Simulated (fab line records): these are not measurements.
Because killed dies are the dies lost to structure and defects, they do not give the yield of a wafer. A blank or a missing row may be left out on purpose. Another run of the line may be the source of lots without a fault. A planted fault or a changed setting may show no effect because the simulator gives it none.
fab line records + flow nand-harc
record:
- lots: 6
- wafers: 16
- last-day: 33
route steps=1302 shown A_ONON_D1@432
lots that met no fault: taken from a fault-free run of the same line
start-h: start of the lot's first displayed wafer, in hours after the record's first day + wait-h: time in hours since the lot's previous step + " unchanged from the row above + L1.1+2: a single row standing in for several wafers + - value missing, or start not given + * or withheld: withheld + < > ~ a bound
route shown NAME@n: names a module that has steps shown in the file, with the first one's number in the route + usual: mean/standard deviation taken from wafers without a fault + same: alike in all rows + chamber/n: place in a boat + sites: per-site readings + _std_site: standard deviation across them + _edge_site: the outer-site mean with the inner-site mean subtracted + radius-mm: for every site, how far away it sits from the centre of the wafer + mask NAME#n: copy n + behind: the most recent tool/chamber to have shaped the wafer + hold: reason for holding the lot/hours on hold/outcome of the hold + device: which transistor (n, p or np) failed to switch + end of line: the same wafers' tests at the end of the route + a step without rows: its recipe alone + killed: the dies lost at the first sort to structure and to defects; this is not the yield of the wafer + map: dies across one wafer; x = killed, . = not, _ = none there
set.NAME: setting as actually run; set.NAME@STEP: the setting as run at that earlier step + model.NAME: the simulator's own value behind a step, which no gauge read
lots at some steps of the route; a table a step, a row a wafer
services: when a tool's chamber went out of use (start-h, in hours from the record's first day, below 0 if earlier), for how many hours, and the reason
== steps ==
step: NHARC_A_ONON_D1_DEP_12
recipe:
- target-thk-a: 10000
- n2-flow-sccm: 2750
- n2o-flow-sccm: 2000
- nh3-flow-sccm: 500
- sih4-flow-sccm: 210
- temp-c: 400
step: NHARC_A_ONON_D1_THK_MEAS_14
recipe:
- thk-meas-gauge: ellipsometry
usual:
- thk-nm: 1004/8.6
| lot.wafer | tool          | chamber | start-h | wait-h | thk-nm |
|-----------|---------------|---------|---------|--------|--------|
| L650.1    | film-metro-01 | -       | 168.12  | -      | 998    |
| L650.3    | "             | -       | "       | "      | 997    |
| L650.5    | "             | -       | "       | "      | 997    |
| L660.3    | film-metro-01 | -       | 270.19  | -      | 1008   |
| L660.4    | "             | -       | "       | "      | 1011   |
| L660.5    | "             | -       | "       | "      | 1010   |
| L659.3    | film-metro-02 | -       | 270.22  | -      | 991    |
| L659.4    | "             | -       | "       | "      | 991    |
| L659.6    | "             | -       | "       | "      | 993    |
| L667.2    | film-metro-02 | -       | 334.92  | -      | 996    |
| L667.3    | "             | -       | "       | "      | 994    |
| L670.2    | film-metro-01 | -       | 366.59  | -      | 997    |
| L670.4    | "             | -       | "       | "      | 995    |
| L671.4    | film-metro-01 | -       | 376.21  | -      | 1014   |
| L671.5    | "             | -       | "       | "      | 1014   |
| L671.6    | "             | -       | "       | "      | 1014   |
step: NHARC_A_ONON_D1_ANNEAL_15
recipe:
- temp-c: 750
- time-s: 3600
step: NHARC_A_ONON_D1_DEP_16
recipe:
- target-thk-a: 10000
- n2-flow-sccm: 2750
- n2o-flow-sccm: 2000
- nh3-flow-sccm: 500
- sih4-flow-sccm: 210
- temp-c: 400
step: NHARC_A_ONON_D1_THK_MEAS_18
recipe:
- thk-meas-gauge: ellipsometry
usual:
- thk-nm: 1002/12
| lot.wafer | tool          | chamber | start-h | wait-h | thk-nm |
|-----------|---------------|---------|---------|--------|--------|
| L650.1    | film-metro-02 | -       | 175.93  | -      | 997    |
| L650.3    | "             | -       | "       | "      | 996    |
| L650.5    | "             | -       | "       | "      | 997    |
| L660.3    | film-metro-01 | -       | 278.00  | -      | 1006   |
| L660.4    | "             | -       | "       | "      | 1006   |
| L660.5    | "             | -       | "       | "      | 1005   |
| L659.3    | film-metro-02 | -       | 278.01  | -      | 999    |
| L659.4    | "             | -       | "       | "      | 996    |
| L659.6    | "             | -       | "       | "      | 994    |
| L667.2    | film-metro-02 | -       | 345.57  | -      | 1013   |
| L667.3    | "             | -       | "       | "      | 1014   |
| L670.2    | film-metro-01 | -       | 374.38  | -      | 999    |
| L670.4    | "             | -       | "       | "      | 999    |
| L671.4    | film-metro-01 | -       | 385.81  | -      | 1010   |
| L671.5    | "             | -       | "       | "      | 1008   |
| L671.6    | "             | -       | "       | "      | 1008   |
step: NHARC_A_ONON_D1_DEP_19
recipe:
- target-thk-a: 10000
- n2-flow-sccm: 2750
- n2o-flow-sccm: 2000
- nh3-flow-sccm: 500
- sih4-flow-sccm: 210
- temp-c: 400
step: NHARC_A_ONON_D1_THK_MEAS_21
recipe:
- thk-meas-gauge: ellipsometry
usual:
- thk-nm: 1002/9.5
| lot.wafer | tool          | chamber | start-h | wait-h | thk-nm |
|-----------|---------------|---------|---------|--------|--------|
| L650.1    | film-metro-01 | -       | 176.50  | -      | 1001   |
| L650.3    | "             | -       | "       | "      | 1001   |
| L650.5    | "             | -       | "       | "      | 999    |
| L660.3    | film-metro-01 | -       | 278.57  | -      | 993    |
| L660.4    | "             | -       | "       | "      | 992    |
| L660.5    | "             | -       | "       | "      | 991    |
| L659.3    | film-metro-02 | -       | 278.58  | -      | 1010   |
| L659.4    | "             | -       | "       | "      | 1009   |
| L659.6    | "             | -       | "       | "      | 1010   |
| L667.2    | film-metro-02 | -       | 346.13  | -      | 1011   |
| L667.3    | "             | -       | "       | "      | 1010   |
| L670.2    | film-metro-01 | -       | 374.95  | -      | 1014   |
| L670.4    | "             | -       | "       | "      | 1013   |
| L671.4    | film-metro-01 | -       | 386.38  | -      | 1016   |
| L671.5    | "             | -       | "       | "      | 1017   |
| L671.6    | "             | -       | "       | "      | 1018   |
step: NHARC_A_ONON_D1_DEP_22
recipe:
- target-thk-a: 10000
- n2-flow-sccm: 2750
- n2o-flow-sccm: 2000
- nh3-flow-sccm: 500
- sih4-flow-sccm: 210
- temp-c: 400
step: NHARC_A_ONON_D1_THK_MEAS_24
recipe:
- thk-meas-gauge: ellipsometry
usual:
- thk-nm: 997/7.6
| lot.wafer | tool          | chamber | start-h | wait-h | thk-nm |
|-----------|---------------|---------|---------|--------|--------|
| L650.1    | film-metro-02 | -       | 177.07  | -      | 1005   |
| L650.3    | "             | -       | "       | "      | 1006   |
| L650.5    | "             | -       | "       | "      | 1006   |
| L660.3    | film-metro-02 | -       | 279.14  | -      | 1006   |
| L660.4    | "             | -       | "       | "      | 1006   |
| L660.5    | "             | -       | "       | "      | 1006   |
| L659.3    | film-metro-02 | -       | 279.15  | -      | 985    |
| L659.4    | "             | -       | "       | "      | 983    |
| L659.6    | "             | -       | "       | "      | 983    |
| L667.2    | film-metro-01 | -       | 346.69  | -      | 1011   |
| L667.3    | "             | -       | "       | "      | 1012   |
| L670.2    | film-metro-01 | -       | 375.51  | -      | 994    |
| L670.4    | "             | -       | "       | "      | 994    |
| L671.4    | film-metro-01 | -       | 386.94  | -      | 993    |
| L671.5    | "             | -       | "       | "      | 992    |
| L671.6    | "             | -       | "       | "      | 991    |
step: NHARC_A_ONON_D1_DEP_25
recipe:
- target-thk-a: 10000
- n2-flow-sccm: 2750
- n2o-flow-sccm: 2000
- nh3-flow-sccm: 500
- sih4-flow-sccm: 210
- temp-c: 400
step: NHARC_A_ONON_D1_THK_MEAS_27
recipe:
- thk-meas-gauge: ellipsometry
usual:
- thk-nm: 1000/11
| lot.wafer | tool          | chamber | start-h | wait-h | thk-nm |
|-----------|---------------|---------|---------|--------|--------|
| L650.1    | film-metro-01 | -       | 177.63  | -      | 1027   |
| L650.3    | "             | -       | "       | "      | 1026   |
| L650.5    | "             | -       | "       | "      | 1026   |
| L660.3    | film-metro-01 | -       | 279.71  | -      | 1000   |
| L660.4    | "             | -       | "       | "      | 999    |
| L660.5    | "             | -       | "       | "      | 1001   |
| L659.3    | film-metro-02 | -       | 279.72  | -      | 998    |
| L659.4    | "             | -       | "       | "      | 997    |
| L659.6    | "             | -       | "       | "      | 998    |
| L667.2    | film-metro-01 | -       | 347.26  | -      | 994    |
| L667.3    | "             | -       | "       | "      | 996    |
| L670.2    | film-metro-01 | -       | 376.07  | -      | 1005   |
| L670.4    | "             | -       | "       | "      | 1004   |
| L671.4    | film-metro-01 | -       | 387.51  | -      | 978    |
| L671.5    | "             | -       | "       | "      | 980    |
| L671.6    | "             | -       | "       | "      | 981    |
step: NHARC_A_ONON_D1_DEP_28
recipe:
- target-thk-a: 10000
- n2-flow-sccm: 2750
- n2o-flow-sccm: 2000
- nh3-flow-sccm: 500
- sih4-flow-sccm: 210
- temp-c: 400
| lot.wafer  | tool          | chamber | start-h | wait-h |
|------------|---------------|---------|---------|--------|
| L650.1+3+5 | pecvd-onon-03 | 0       | 177.69  | 0.1    |
| L660.3+4+5 | pecvd-onon-04 | 0       | 279.88  | 0.2    |
| L659.3+4+6 | pecvd-onon-03 | 0       | 279.89  | 0.2    |
| L667.2+3   | pecvd-onon-03 | 0       | 347.38  | 0.1    |
| L670.2+4   | pecvd-onon-03 | 0       | 376.19  | 0.1    |
| L671.4+5+6 | pecvd-onon-04 | 0       | 387.73  | 0.2    |
step: NHARC_A_ONON_D1_THK_MEAS_30
recipe:
- thk-meas-gauge: ellipsometry
usual:
- thk-nm: 1000/12
| lot.wafer | tool          | chamber | start-h | wait-h | thk-nm |
|-----------|---------------|---------|---------|--------|--------|
| L650.1    | film-metro-01 | -       | 178.20  | -      | 986    |
| L650.3    | "             | -       | "       | "      | 986    |
| L650.5    | "             | -       | "       | "      | 987    |
| L660.3    | film-metro-02 | -       | 280.27  | -      | 998    |
| L660.4    | "             | -       | "       | "      | 998    |
| L660.5    | "             | -       | "       | "      | 998    |
| L659.3    | film-metro-01 | -       | 280.28  | -      | 1011   |
| L659.4    | "             | -       | "       | "      | 1014   |
| L659.6    | "             | -       | "       | "      | 1011   |
| L667.2    | film-metro-01 | -       | 347.83  | -      | 996    |
| L667.3    | "             | -       | "       | "      | 1042   |
| L670.2    | film-metro-01 | -       | 376.64  | -      | 1004   |
| L670.4    | "             | -       | "       | "      | 1049   |
| L671.4    | film-metro-01 | -       | 388.07  | -      | 1009   |
| L671.5    | "             | -       | "       | "      | 1007   |
| L671.6    | "             | -       | "       | "      | 1007   |
step: NHARC_A_ONON_D1_DEP_33
recipe:
- target-thk-a: 2000
- temp-c: 400
- pressure-torr: 6.5
- rf-w: 900
- teos-flow-sccm: 161.4
- flow-sccm: 2650
- target-thk-nm: 200
- gas: O2
- material: SiO2
usual:
- heater-power-w: 545/76
- throttle-valve-pct: 15.9/0.57
| lot.wafer | tool     | chamber | start-h | wait-h | heater-power-w | throttle-valve-pct |
|-----------|----------|---------|---------|--------|----------------|--------------------|
| L650.3    | pecvd-04 | 0       | 178.30  | 0.1    | 564            | 16.1               |
| L650.1    | "        | 1       | "       | "      | 537            | 16.5               |
| L650.5    | "        | 1       | "       | "      | 510            | 16.4               |
| L660.3    | pecvd-02 | 1       | 280.37  | 0.1    | 611            | 15.5               |
| L660.4    | "        | 0       | "       | "      | 514            | 15.1               |
| L660.5    | "        | 1       | "       | "      | 609            | 16.1               |
| L659.3    | pecvd-01 | 0       | 280.59  | 0.3    | 716            | 16.4               |
| L659.6    | "        | 0       | "       | "      | 725            | 16.5               |
| L659.4    | "        | 1       | "       | "      | 527            | 15.2               |
| L667.2    | pecvd-01 | 1       | 347.95  | 0.1    | 547            | 14.9               |
| L667.3    | "        | 1       | "       | "      | 554            | 15.1               |
| L670.2    | pecvd-01 | 2       | 376.79  | 0.1    | 424            | 16.1               |
| L670.4    | "        | 2       | "       | "      | 443            | 16.0               |
| L671.5    | pecvd-01 | 1       | 388.26  | 0.2    | 483            | 14.9               |
| L671.4    | "        | 2       | "       | "      | 481            | 15.9               |
| L671.6    | "        | 0       | "       | "      | 638            | 15.8               |
== services ==
| tool          | chamber | start-h | hours | kind       |
|---------------|---------|---------|-------|------------|
| pecvd-onon-03 | -       | 227.24  | 13.0  | pm         |
| pecvd-02      | -       | 227.27  | 13.0  | pm         |
| pecvd-02      | 0       | 227.27  | 13.0  | vent-cycle |
| pecvd-02      | 1       | 227.27  | 13.0  | vent-cycle |
| pecvd-02      | 2       | 227.27  | 13.0  | vent-cycle |
| pecvd-02      | 0       | 240.27  | -     | clean      |
| pecvd-02      | 1       | 240.27  | -     | clean      |
| pecvd-02      | 2       | 240.27  | -     | clean      |
| pecvd-04      | -       | 242.76  | 3.0   | repair     |
| pecvd-04      | -       | 269.26  | 13.0  | pm         |
| pecvd-04      | 0       | 269.26  | 13.0  | vent-cycle |
| pecvd-04      | 1       | 269.26  | 13.0  | vent-cycle |
| pecvd-04      | 2       | 269.26  | 13.0  | vent-cycle |
| pecvd-04      | -       | 288.88  | 0.5   | repair     |
| pecvd-01      | -       | 311.00  | 13.0  | pm         |
| pecvd-01      | 0       | 311.00  | 13.0  | vent-cycle |
| pecvd-01      | 1       | 311.00  | 13.0  | vent-cycle |
| pecvd-01      | 2       | 311.00  | 13.0  | vent-cycle |
| pecvd-onon-04 | -       | 311.39  | 13.0  | pm         |
| pecvd-01      | 0       | 324.00  | -     | clean      |
| pecvd-01      | 1       | 324.00  | -     | clean      |
| pecvd-01      | 2       | 324.00  | -     | clean      |
| pecvd-04      | 2       | 326.60  | 9.6   | repair     |
| pecvd-01      | 2       | 347.48  | 6.3   | repair     |
== key ==
first-sign:
- step: NHARC_A_ONON_D1_THK_MEAS_30
- reading: thk-nm
- direction: up
- sigmas: 3.9
- usual: 1000
- struck: 1045
effect none on later readings
met-at NHARC_A_ONON_D1_DEP_28
struck-wafers L667.3,L670.4
sort-left-out L667.3,L670.4
tester-left-out L667,L670
onset-between 279.89 347.38
fault:
- kind: process-parameter-drift
- tool: pecvd-onon-03
- chamber: -
- onset-h: 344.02
- steps: NHARC_A_ONON_D1_DEP_28
- channel: target-thk-a
- offset: *
- shape: step
- end-h: 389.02
- scope: struck-wafers-only
- acts-in: *
- stated: *
tester-left-out: of these lots the tester's yield and bins aren't shown, on N5 and GAA mostly nor the transistor test; their killed dies are dies lost to structure and defects alone, not to doping, threshold or leakage, so they don't give the yield
sort-left-out: the simulated sort isn't trusted on such a fault, so these wafers' sort isn't shown, and their yield isn't known
